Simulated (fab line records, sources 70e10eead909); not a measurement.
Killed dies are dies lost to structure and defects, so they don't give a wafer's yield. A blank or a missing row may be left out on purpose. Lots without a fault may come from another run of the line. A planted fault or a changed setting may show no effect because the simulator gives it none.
Which tool did it? | flow nand_harc | 12 lots, 36 wafers sampled, at 7 steps of a route of 1159

WHAT THE GAUGES READ, wafer by wafer
NHARC_A_M0_THK_MEAS_24: measures by xrf. Usual: thk_nm 113.6 nm, standard deviation 1.3.
lot  | measured     | on            | thk_nm (nm)       | flag
L189 | day 17 22:32 | film_metro-02 | 115.1 113.2 113.5 |
L190 | day 17 23:10 | film_metro-02 | 115.4 114.7 113.5 |
L198 | day 19 22:09 | film_metro-01 | 111.7 112.1 113.1 |
L197 | day 19 22:29 | film_metro-02 | 110.8 112.7 115.2 |
L199 | day 20 10:41 | film_metro-02 | 116.0 115.0 114.1 |
L203 | day 20 22:40 | film_metro-01 | 111.6 111.7 110.3 |
L202 | day 21 02:06 | film_metro-01 | 112.9 111.2 113.5 |
L204 | day 21 20:21 | film_metro-02 | 112.9 111.8 112.0 |
L209 | day 22 08:49 | film_metro-01 | 114.1 114.8 114.0 |
L208 | day 22 16:30 | film_metro-01 | 110.0 113.8 114.4 |
L210 | day 23 02:20 | film_metro-01 | 111.6 112.2 114.2 |
L211 | day 23 02:45 | film_metro-01 | 114.3 112.4 114.3 |

NHARC_A_M1_THK_MEAS_24: measures by xrf. Usual: thk_nm 153.9 nm, standard deviation 1.4.
lot  | measured     | on            | thk_nm (nm)       | flag
L189 | day 18 03:10 | film_metro-01 | 155.5 154.5 155.3 |
L190 | day 18 03:25 | film_metro-01 | 151.5 152.0 154.3 |
L198 | day 20 02:20 | film_metro-01 | 29.9 30.4 30.1    | OFF
L197 | day 20 02:42 | film_metro-02 | 29.5 30.1 29.1    | OFF
L199 | day 20 15:03 | film_metro-01 | 30.2 31.3 30.0    | OFF
L203 | day 21 03:25 | film_metro-02 | 152.9 154.3 152.9 |
L202 | day 21 06:17 | film_metro-01 | 153.4 154.8 152.5 |
L204 | day 22 00:32 | film_metro-01 | 154.6 154.2 151.5 |
L209 | day 22 13:01 | film_metro-02 | 155.0 156.4 153.7 |
L208 | day 22 20:50 | film_metro-01 | 153.2 155.4 155.6 |
L210 | day 23 06:32 | film_metro-02 | 153.9 150.5 153.8 |
L211 | day 23 07:00 | film_metro-01 | 154.3 151.2 151.5 |

NHARC_END_SORT_01. Usual: defect_limited_yield 95.1 %, standard deviation 1.6; killed_at_array 29, standard deviation 11; killed_at_other 0.7, standard deviation 1.1; killed_at_periphery 2.9, standard deviation 2.2; killed_dies 33, standard deviation 11; killed_open 3.1, standard deviation 1.8; killed_short 1.9, standard deviation 1.4; sort_bin_2_pct 1.6 %, standard deviation 0.64; sort_bin_3_pct 0.26 %, standard deviation 0.18; sort_bin_4_pct 3.1 %, standard deviation 1.1; sort_n_pass 644, standard deviation 11; sort_rim_yield_pct 95.7 %, standard deviation 2.8; sort_yield_pct 95.1 %, standard deviation 1.6.
lot  | measured     | on        | defect_limited_yield (%) | killed_at_array | killed_at_other | killed_at_periphery | killed_dies | killed_open | killed_short | sort_bin_2_pct (%) | sort_bin_3_pct (%) | sort_bin_4_pct (%) | sort_n_pass | sort_rim_yield_pct (%) | sort_yield_pct (%) | flag
L198 | day 21 17:40 | prober-01 | 0 0 0                    | 675 674 672     | 2 1 2           | 0 2 3               | 677 677 677 | 3 3 5       | 0 4 2        | 96.3 97.5 97.2     | 0.15 0.59 0        | 3.5 1.9 2.8        | 0 0 0       | 0 0 0                  | 0 0 0              | OFF
L197 | day 21 17:44 | prober-02 | 0 0 0                    | 676 674 673     | 1 0 0           | 0 3 4               | 677 677 677 | 2 1 3       | 3 0 1        | 97.6 97.3 97.0     | 0.30 0.15 0        | 2.1 2.5 3.0        | 0 0 0       | 0 0 0                  | 0 0 0              | OFF
L199 | day 22 11:59 | prober-01 | 0 0 0                    | 677 674 675     | 0 1 1           | 0 2 1               | 677 677 677 | 0 3 2       | 2 2 0        | 96.5 96.8 97.2     | 0.15 0.44 0.30     | 3.4 2.8 2.5        | 0 0 0       | 0 0 0                  | 0 0 0              | OFF
L204 | day 23 07:44 | prober-01 | 93.2 93.2 92.0           | 43 46 51        | 1 0 0           | 2 0 3               | 46 46 54    | 4 1 4       | 0 1 2        | 2.2 1.3 1.8        | 0.15 0.44 0.59     | 4.4 5.0 5.6        | 631 631 623 | 94.3 92.5 99.1         | 93.2 93.2 92.0     |
L209 | day 24 04:02 | prober-02 | 95.4 95.9 97.2           | 29 22 18        | 0 0 0           | 2 6 1               | 31 28 19    | 4 4 1       | 0 1 0        | 1.9 1.5 1.0        | 0.30 0.15 0.15     | 2.4 2.5 1.6        | 646 649 658 | 97.2 98.1 97.2         | 95.4 95.9 97.2     |
L208 | day 24 11:01 | prober-01 | 93.1 92.0 92.6           | 40 51 47        | 1 0 0           | 6 3 3               | 47 54 50    | 5 5 2       | 3 4 3        | 2.4 3.0 2.8        | 0.44 0.30 0.59     | 4.1 4.7 4.0        | 630 623 627 | 94.3 87.7 98.1         | 93.1 92.0 92.6     |
L210 | day 24 20:26 | prober-01 | 95.0 95.0 94.8           | 33 33 35        | 1 0 0           | 0 1 0               | 34 34 35    | 4 2 0       | 0 1 4        | 1.2 1.5 1.9        | 0.30 0.15 0.30     | 3.5 3.4 3.0        | 643 643 642 | 90.6 93.4 97.2         | 95.0 95.0 94.8     |
L211 | day 24 17:16 | prober-02 | 94.7 95.1 95.1           | 34 31 26        | 2 2 6           | 0 0 1               | 36 33 33    | 3 0 2       | 2 3 1        | 1.5 1.8 2.2        | 0.30 0.15 0.30     | 3.5 3.0 2.4        | 641 644 644 | 99.1 93.4 94.3         | 94.7 95.1 95.1     |

WHICH TOOL RAN EACH LOT (tool, then ch and the chambers of the sampled wafers, then the start)
lot  | NHARC_A_M1_DEGAS_29          | NHARC_A_M1_PRE_CLEAN_30                 | NHARC_A_M1_ECD_22              | NHARC_A_M1_CMP_23
L189 | pvd_sputter-03, day 18 01:46 | pvd_sputter-03, day 18 02:07 or earlier | ecd_cu-02 ch 0,1, day 18 02:07 | cmp-03 ch 0,2,3, day 18 02:51
L190 | pvd_sputter-01, day 18 01:56 | pvd_sputter-01, day 18 02:16 or earlier | ecd_cu-01 ch 0,1, day 18 02:16 | cmp-02 ch 1,2, day 18 03:07
L198 | pvd_sputter-03, day 20 00:49 | pvd_sputter-03, day 20 01:11 or earlier | ecd_cu-01 ch 0,1, day 20 01:11 | cmp-02 ch 1,3, day 20 02:01
L197 | pvd_sputter-02, day 20 01:14 | pvd_sputter-02, day 20 01:35 or earlier | ecd_cu-02 ch 0,1, day 20 01:35 | cmp-04 ch 0,3, day 20 02:23
L199 | pvd_sputter-03, day 20 13:40 | pvd_sputter-03, day 20 14:07 or earlier | ecd_cu-02 ch 0,1, day 20 14:07 | cmp-03 ch 0,3, day 20 14:46
L203 | pvd_sputter-01, day 21 01:54 | pvd_sputter-01, day 21 02:25 or earlier | ecd_cu-02 ch 1, day 21 02:25   | cmp-03 ch 0,2, day 21 03:08
L202 | pvd_sputter-02, day 21 04:54 | pvd_sputter-02, day 21 05:14 or earlier | ecd_cu-02 ch 0,1, day 21 05:14 | cmp-03 ch 0,1,2, day 21 06:03
L204 | pvd_sputter-02, day 21 23:06 | pvd_sputter-02, day 21 23:34 or earlier | ecd_cu-01 ch 0,1, day 21 23:34 | cmp-02 ch 0,2, day 22 00:13
L209 | pvd_sputter-02, day 22 11:36 | pvd_sputter-02, day 22 12:00 or earlier | ecd_cu-02 ch 0,1, day 22 12:00 | cmp-03 ch 0,1,2, day 22 12:46
L208 | pvd_sputter-02, day 22 19:26 | pvd_sputter-02, day 22 19:47 or earlier | ecd_cu-01 ch 0,1, day 22 19:47 | cmp-04 ch 1,2, day 22 20:31
L210 | pvd_sputter-01, day 23 05:08 | pvd_sputter-01, day 23 05:38 or earlier | ecd_cu-01 ch 0,1, day 23 05:38 | cmp-03 ch 2,3, day 23 06:14
L211 | pvd_sputter-03, day 23 05:35 | pvd_sputter-03, day 23 05:57 or earlier | ecd_cu-01 ch 0,1, day 23 05:57 | cmp-02 ch 1,2,3, day 23 06:41
- NHARC_A_M1_DEGAS_29: time 60 s.
- NHARC_A_M1_PRE_CLEAN_30: time 30 s.
- NHARC_A_M1_ECD_22: material Cu, target thk 400 nm.
- NHARC_A_M1_CMP_23: polishes, t overpolish 20 s, target thk 154.34 nm.

WHAT THE TOOLS THEMSELVES READ (means of the sampled wafers that have a number; where no wafer has one, the mark that the record gives instead)
NHARC_A_M1_DEGAS_29. Usual: heater_power_w 328 W, standard deviation 39.
lot  | tool           | heater_power_w (W) | flag
L189 | pvd_sputter-03 | 332                |
L190 | pvd_sputter-01 | 340                |
L198 | pvd_sputter-03 | 337                |
L197 | pvd_sputter-02 | 332                |
L199 | pvd_sputter-03 | 340                |
L203 | pvd_sputter-01 | 339                |
L202 | pvd_sputter-02 | 315                |
L204 | pvd_sputter-02 | 274                |
L209 | pvd_sputter-02 | 318                |
L208 | pvd_sputter-02 | 307                |
L210 | pvd_sputter-01 | 330                |
L211 | pvd_sputter-03 | 336                |

NHARC_A_M1_PRE_CLEAN_30. Usual: heater_power_w 403 W, standard deviation 47.
lot  | tool           | heater_power_w (W) | flag
L189 | pvd_sputter-03 | 414                |
L190 | pvd_sputter-01 | 387                |
L198 | pvd_sputter-03 | 373                |
L197 | pvd_sputter-02 | 416                |
L199 | pvd_sputter-03 | 421                |
L203 | pvd_sputter-01 | 426                |
L202 | pvd_sputter-02 | 375                |
L204 | pvd_sputter-02 | 382                |
L209 | pvd_sputter-02 | 425                |
L208 | pvd_sputter-02 | 383                |
L210 | pvd_sputter-01 | 384                |
L211 | pvd_sputter-03 | 414                |

NHARC_A_M1_ECD_22. Usual: bath_heat_duty_pct 6.3 %, standard deviation 0.64; bath_temp_c 25.00 C, standard deviation 0.1.
lot  | tool      | bath_heat_duty_pct (%) | bath_temp_c (C) | flag
L189 | ecd_cu-02 | 6.5                    | 25.00           |
L190 | ecd_cu-01 | 5.9                    | 25.03           |
L198 | ecd_cu-01 | -                      | -               | OFF
L197 | ecd_cu-02 | -                      | -               | OFF
L199 | ecd_cu-02 | -                      | -               | OFF
L203 | ecd_cu-02 | 6.7                    | 25.08           |
L202 | ecd_cu-02 | 5.7                    | 24.88           |
L204 | ecd_cu-01 | 6.1                    | 25.00           |
L209 | ecd_cu-02 | 6.1                    | 24.98           |
L208 | ecd_cu-01 | 6.4                    | 24.98           |
L210 | ecd_cu-01 | 6.3                    | 24.93           |
L211 | ecd_cu-01 | 6.4                    | 24.96           |

NHARC_A_M1_CMP_23. Usual: motor_current_A 11.9 A, standard deviation 1.4; slurry_filter_dp_kPa 13.51 kPa, standard deviation 0.13; time_to_endpoint_s 27.5 s, standard deviation 2.4.
lot  | tool   | motor_current_A (A) | slurry_filter_dp_kPa (kPa) | time_to_endpoint_s (s) | flag
L189 | cmp-03 | 12.0                | 13.57                      | 28.0                   |
L190 | cmp-02 | 9.6                 | 13.58                      | 25.2                   |
L198 | cmp-02 | 10.3                | 13.58                      | 0.1                    | OFF
L197 | cmp-04 | 11.5                | 13.44                      | 1.2                    | OFF
L199 | cmp-03 | 12.2                | 13.52                      | 0.6                    | OFF
L203 | cmp-03 | 13.0                | 13.68                      | 26.8                   |
L202 | cmp-03 | 13.5                | 13.49                      | 27.0                   |
L204 | cmp-02 | 11.7                | 13.57                      | 25.6                   |
L209 | cmp-03 | 13.3                | 13.48                      | 26.5                   |
L208 | cmp-04 | 10.9                | 13.42                      | 29.5                   |
L210 | cmp-03 | 12.0                | 13.41                      | 28.6                   |
L211 | cmp-02 | 10.7                | 13.55                      | 22.9                   |

THE ANSWER, worked out from the rows above alone
Rule: a lot is off if the mean of its wafers that have a number lies more than 3 standard deviations from the usual mean. A lot without any number at a reading at which 4 lots or more have one is off too. The other lots that the step has rows for count as sound. The gauges are gone through in route order, then the tools' own readings, and for those a lot's mean is taken as printed above. The first step at which some lot is off is used, and at that step the reading that is off furthest; a lot without a number counts as furthest.
Off: L198, L197, L199, at NHARC_A_M1_THK_MEAS_24 (thk_nm).
A tool fits if, at a process step before that reading, it ran every lot that is off, and no sound lot after the first of them. The gauges at NHARC_A_M1_THK_MEAS_24 aren't tried: what is off there is off at NHARC_END_SORT_01 too, on other tools, and a gauge's error can't cause that. NHARC_A_M1_PRE_CLEAN_30 gives no start for some lots, so the hours and the order of its lots are those of NHARC_A_M1_ECD_22. None of those tried fits.

WHAT THE SIMULATOR HAD PUT IN
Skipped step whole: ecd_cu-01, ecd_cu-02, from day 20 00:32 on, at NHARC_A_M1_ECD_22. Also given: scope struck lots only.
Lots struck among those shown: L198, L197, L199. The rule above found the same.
